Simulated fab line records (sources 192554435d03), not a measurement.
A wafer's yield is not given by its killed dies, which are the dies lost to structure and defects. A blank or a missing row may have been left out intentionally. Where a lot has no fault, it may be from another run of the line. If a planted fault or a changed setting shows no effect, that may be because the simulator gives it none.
Which tool is to blame? -- flow n5_finfet -- 24 lots with 72 wafers sampled at 4 steps, on a route of 1938 steps

## WHAT EACH GAUGE READ, for each wafer
N5_BEOL_M5_CD_MEAS_35: target cd 28 nm, target cd y 24 nm. Usual: cd_nm at 27.98 nm, with a standard deviation of 0.29.
lot,measured,on,cd_nm (nm),flag
L074,day 8 08:32,cd_sem-01,27.86 27.84 27.94,
L075,day 8 14:40,cd_sem-02,27.94 28.01 27.95,
L076,day 8 21:17,cd_sem-01,28.07 28.29 27.87,
L079,day 9 05:55,cd_sem-03,27.94 27.77 28.33,
L077,day 9 09:12,cd_sem-01,28.03 27.91 28.16,
L078,day 9 11:39,cd_sem-03,28.45 28.52 28.36,
L080,day 9 18:01,cd_sem-01,27.86 27.37 27.56,
L081,day 10 08:08,cd_sem-02,28.13 27.92 28.27,
L082,day 10 14:14,cd_sem-03,27.92 27.88 28.21,
L083,day 10 23:40,cd_sem-03,28.04 28.20 28.32,
L084,day 11 08:25,cd_sem-02,28.33 27.74 27.48,
L086,day 11 12:02,cd_sem-03,27.60 27.89 28.11,
L087,day 11 14:32,cd_sem-02,27.31 27.58 27.82,
L085,day 11 15:27,cd_sem-03,28.40 28.27 27.97,
L088,day 11 17:58,cd_sem-03,27.74 28.15 27.70,
L090,day 12 09:13,cd_sem-02,27.42 27.86 27.59,
L089,day 12 16:52,cd_sem-03,27.89 27.92 27.56,
L091,day 12 18:11,cd_sem-03,27.99 27.82 27.92,
L092,day 12 22:31,cd_sem-01,28.24 28.02 27.99,
L094,day 13 04:31,cd_sem-02,28.05 27.99 28.27,
L093,day 13 04:32,cd_sem-02,27.61 28.03 27.68,
L095,day 13 21:14,cd_sem-01,28.43 28.13 27.74,
L096,day 14 00:57,cd_sem-01,27.65 27.86 28.15,
L097,day 14 04:06,cd_sem-02,27.77 27.62 27.93,

N5_BEOL_M5_THK_MEAS_53: measures by xrf. Usual: M5_THK typically reads 61.4 nm, with standard deviation 1.4.
lot,measured,on,M5_THK (nm),flag
L074,day 8 15:10,film_metro-02,62.8 61.2 61.2,
L075,day 8 21:30,film_metro-02,60.7 61.2 62.7,
L076,day 9 04:47,film_metro-02,60.4 60.5 60.3,
L079,day 9 12:22,film_metro-01,61.7 63.5 63.2,
L077,day 9 16:49,film_metro-02,63.3 61.7 60.7,
L078,day 9 18:40,film_metro-02,63.7 62.4 64.0,
L080,day 10 05:32,film_metro-02,60.9 61.8 61.2,
L081,day 10 15:08,film_metro-01,62.4 61.8 61.9,
L082,day 10 22:10,film_metro-01,59.1 58.7 60.6,
L083,day 11 06:31,film_metro-01,60.8 61.0 61.7,
L084,day 11 17:14,film_metro-01,60.5 61.4 59.2,
L086,day 11 18:41,film_metro-02,59.6 57.9 63.1,
L087,day 11 21:26,film_metro-01,60.5 62.4 61.3,
L085,day 11 22:20,film_metro-02,61.4 63.5 61.6,
L088,day 12 00:56,film_metro-01,61.1 60.9 60.9,
L090,day 12 15:56,film_metro-02,61.8 61.3 63.0,
L089,day 12 23:05,film_metro-02,62.3 62.0 61.7,
L091,day 13 02:54,film_metro-02,63.3 61.6 63.9,
L092,day 13 04:44,film_metro-02,58.9 59.5 60.1,
L094,day 13 12:47,film_metro-01,61.8 59.2 60.9,
L093,day 13 12:41,film_metro-01,60.5 59.2 58.7,
L095,day 14 04:07,film_metro-02,62.6 60.7 60.9,
L096,day 14 07:05,film_metro-01,59.8 65.1 63.2,
L097,day 14 12:16,film_metro-01,61.1 62.0 61.6,

## TOOL THAT RAN EACH LOT (tool first, then ch and the chambers of the sampled wafers, then the start)
lot,N5_BEOL_M5_SURFACE_TREAT_87,N5_BEOL_M5_SPUTTER_88
L074,"pvd_sputter-03, day 8 09:40","pvd_sputter-01, day 8 13:17"
L075,"pvd_sputter-02, day 8 16:05","pvd_sputter-01, day 8 19:37"
L076,"pvd_sputter-02, day 8 22:52","pvd_sputter-01, day 9 02:24"
L079,"pvd_sputter-02, day 9 06:43","pvd_sputter-01, day 9 10:19"
L077,"pvd_sputter-02, day 9 11:25","pvd_sputter-02, day 9 14:54"
L078,"pvd_sputter-01, day 9 13:16","pvd_sputter-01, day 9 16:47"
L080,"pvd_sputter-03, day 9 19:10","pvd_sputter-02, day 10 03:40"
L081,"pvd_sputter-03, day 10 09:35","pvd_sputter-03, day 10 13:14"
L082,"pvd_sputter-01, day 10 15:20","pvd_sputter-02, day 10 20:14"
L083,"pvd_sputter-01, day 11 00:43","pvd_sputter-01, day 11 04:11"
L084,"pvd_sputter-03, day 11 11:26","pvd_sputter-03, day 11 14:56"
L086,"pvd_sputter-01, day 11 13:10","pvd_sputter-02, day 11 16:45"
L087,"pvd_sputter-01, day 11 15:53","pvd_sputter-01, day 11 19:27"
L085,"pvd_sputter-03, day 11 16:30","pvd_sputter-03, day 11 20:28"
L088,"pvd_sputter-02, day 11 18:54","pvd_sputter-02, day 11 23:04"
L090,"pvd_sputter-03, day 12 10:28","pvd_sputter-01, day 12 14:04"
L089,"pvd_sputter-03, day 12 17:39","pvd_sputter-03, day 12 21:12"
L091,"pvd_sputter-02, day 12 21:27","pvd_sputter-02, day 13 01:01"
L092,"pvd_sputter-01, day 12 23:21","pvd_sputter-03, day 13 02:51"
L094,"pvd_sputter-03, day 13 05:55","pvd_sputter-01, day 13 10:51"
L093,"pvd_sputter-03, day 13 05:52","pvd_sputter-02, day 13 10:44"
L095,"pvd_sputter-02, day 13 22:28","pvd_sputter-01, day 14 02:01"
L096,"pvd_sputter-02, day 14 01:41","pvd_sputter-02, day 14 05:11"
L097,"pvd_sputter-02, day 14 06:53","pvd_sputter-02, day 14 10:23"
- N5_BEOL_M5_SURFACE_TREAT_87
- N5_BEOL_M5_SPUTTER_88: material Cu, target thk 15 nm, time 27.62 s.

## WHAT THE TOOLS THEMSELVES READ (means of the sampled wafers that have a number; where no wafer has one, the mark that the record gives instead)
N5_BEOL_M5_SPUTTER_88. Usual: chuck_gas_flow_sccm 1.25 sccm, standard deviation 0.056; susceptor_temp_C -20.00 C, standard deviation 0.11; throttle_valve_pct 29.9 %, standard deviation 0.85.
lot,tool,chuck_gas_flow_sccm (sccm),susceptor_temp_C (C),throttle_valve_pct (%),flag
L074,pvd_sputter-01,1.18,-19.96,29.8,
L075,pvd_sputter-01,1.27,-20.11,29.6,
L076,pvd_sputter-01,1.25,-19.98,29.9,
L079,pvd_sputter-01,1.25,-20.05,31.3,
L077,pvd_sputter-02,1.25,-20.07,29.3,
L078,pvd_sputter-01,1.24,-20.00,30.4,
L080,pvd_sputter-02,1.33,-19.87,29.4,
L081,pvd_sputter-03,1.28,-20.00,30.3,
L082,pvd_sputter-02,1.24,-19.93,29.2,
L083,pvd_sputter-01,1.23,-20.10,29.3,
L084,pvd_sputter-03,1.25,-19.91,30.1,
L086,pvd_sputter-02,1.25,-19.98,28.8,
L087,pvd_sputter-01,1.27,-20.12,30.6,
L085,pvd_sputter-03,1.29,-20.02,30.4,
L088,pvd_sputter-02,1.22,-20.10,29.3,
L090,pvd_sputter-01,1.25,-20.00,30.7,
L089,pvd_sputter-03,1.27,-20.03,30.3,
L091,pvd_sputter-02,1.31,-19.99,28.8,
L092,pvd_sputter-03,1.27,-19.88,30.0,
L094,pvd_sputter-01,1.26,-20.10,30.0,
L093,pvd_sputter-02,1.31,-19.92,29.5,
L095,pvd_sputter-01,1.23,-19.89,30.6,
L096,pvd_sputter-02,1.26,-19.99,29.2,
L097,pvd_sputter-02,1.22,-20.09,29.2,

## THE ANSWER, worked out from the rows above alone
Rule: a lot is off if the mean of its wafers that have a number lies more than 3 standard deviations from the usual mean. Also off: a lot with no number at a reading for which 4 or more lots have one. Any other lot the step has rows for is counted as sound. Order of review: gauges by route order, followed by the tools' own readings, for which a lot's mean as printed above is used. The first step at which some lot is off is used, and at that step the reading that is off furthest; a lot without a number counts as furthest.
None of the lots is off at any reading shown; this tells nothing.

## WHAT THE SIMULATOR HAD INSERTED
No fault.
